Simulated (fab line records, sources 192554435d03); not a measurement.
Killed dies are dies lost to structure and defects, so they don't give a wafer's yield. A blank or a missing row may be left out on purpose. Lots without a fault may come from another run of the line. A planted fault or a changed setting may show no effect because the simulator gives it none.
Split-lot experiment | flow n5_finfet | 7 lots, 21 wafers read, on a route of 1938 steps

THE SPLIT
At N5_BEOL_M2_ALD_98 (deposits SiO2, target thk 2.5 nm, pulse time 1 s, co reactant pulse time 1 s), the setting ald_cycles was moved away from the recipe's 17 on 7 of the 21 wafers read, by -17.6% to +17.6%. The other wafers ran this setting at the recipe's value.

The reading is taken at the split's own step.

THE READING
SiO2_of_BEOL_M2_ALD_98.thk_nm (the simulator's own value, which no gauge read), in nm, at N5_BEOL_M2_ALD_98 (deposits SiO2, target thk 2.5 nm, pulse time 1 s, co reactant pulse time 1 s). The file gives no usual value for it. The 14 wafers here that ran the recipe average 2.6 nm, standard deviation 0.082 nm.

wafer  | tool, chamber at the split | ald_cycles as run | against the recipe | SiO2_of_BEOL_M2_ALD_98.thk_nm, nm | against lot-mates on the recipe
L075.1 | ald_sin-04, 3,0            | 16                | -5.9%              | 2.4                               | -0.2
L075.3 | ald_sin-04, 3,0            | 16                | -5.9%              | 2.4                               | -0.2
L075.4 | ald_sin-04, 3              | 17                | recipe             | 2.6                               | -
L083.1 | ald_sin-04, 1              | 15                | -11.8%             | 2.2                               | -0.4
L083.2 | ald_sin-04, 0,3            | 17                | recipe             | 2.6                               | -
L083.6 | ald_sin-04, 0,3            | 17                | recipe             | 2.6                               | -
L084.3 | ald_sin-04, 1              | 17                | recipe             | 2.4                               | -
L084.4 | ald_sin-04, 3,0            | 17                | recipe             | 2.6                               | -
L084.6 | ald_sin-04, 3,0            | 17                | recipe             | 2.6                               | -
L089.1 | ald_sin-01, 0,3,2          | 17                | recipe             | 2.6                               | -
L089.2 | ald_sin-01, 0,3,2          | 17                | recipe             | 2.6                               | -
L089.4 | ald_sin-01, 0,3,2          | 17                | recipe             | 2.6                               | -
L091.4 | ald_sin-01, 0              | 14                | -17.6%             | 2                                 | -0.5
L091.5 | ald_sin-01, 0              | 17                | recipe             | 2.4                               | -
L091.6 | ald_sin-01, 3              | 17                | recipe             | 2.6                               | -
L095.3 | ald_sin-03, 1              | 20                | +17.6%             | 3                                 | +0.5
L095.4 | ald_sin-03, 2              | 17                | recipe             | 2.6                               | -
L095.5 | ald_sin-03, 2              | 17                | recipe             | 2.4                               | -
L097.2 | ald_sin-04, 2,0            | 16                | -5.9%              | 2.4                               | -0.2
L097.5 | ald_sin-04, 2,0            | 16                | -5.9%              | 2.4                               | -0.2
L097.4 | ald_sin-04, 3              | 17                | recipe             | 2.6                               | -
Where a row lists several chambers, the file gives one row for several wafers and doesn't say which wafer went through which chamber.

THE FIT
A straight line over all 21 wafers: SiO2_of_BEOL_M2_ALD_98.thk_nm changes by +0.0282 nm for each +1% of ald_cycles; r = +0.93; the points scatter about the line by 0.073 nm.
The same after taking each lot's own level away (the mean of its wafers on the recipe; 21 wafers): +0.0298 nm for each +1%; r = +0.96; scatter 0.061 nm.
On that fit, the largest move of ald_cycles shifts the reading by 0.53 nm.
The lots' own levels span 2.50 to 2.60 nm, that is 1.2 times the standard deviation above.
So the lot-to-lot level changes the slope little: the two slopes agree.
Check: with one of the wafers moved furthest among these (-17.6%) left out of the fit, the line predicts -0.551 nm for it against its lot-mates. It came out at -0.5 nm against them.

OTHER SPLITS ON THESE WAFERS
These wafers also went through other splits before the reading. Each is held against what the fit with the lots' levels taken away leaves over:
other split on the same wafers          | wafers away from the commonest value | r with SiO2_of_BEOL_M2_ALD_98.thk_nm (lot level and that fit taken away)
N5_MOL_CONTACT_COAG_EXPOSE_05 dose_mj   | 4                                    | -0.18
N5_MOL_CONTACT_COAG_ETCH_106 source_w   | 8                                    | +0.09
N5_MOL_CONTACT_COAG_PECVD_31 temp_c     | 6                                    | +0.01
N5_BEOL_M0_SAQP_PECVD_04 time_s         | 3                                    | -0.05
N5_BEOL_M0_SAQP_ETCH_106 target_depth_a | 7                                    | +0.11
N5_BEOL_M1_ETCH_64 bias_w               | 7                                    | +0.10

THE FILE'S OWN FIT
SiO2_of_BEOL_M2_ALD_98.thk_nm changes by +0.0297 nm for each +1% of ald_cycles, r = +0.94.
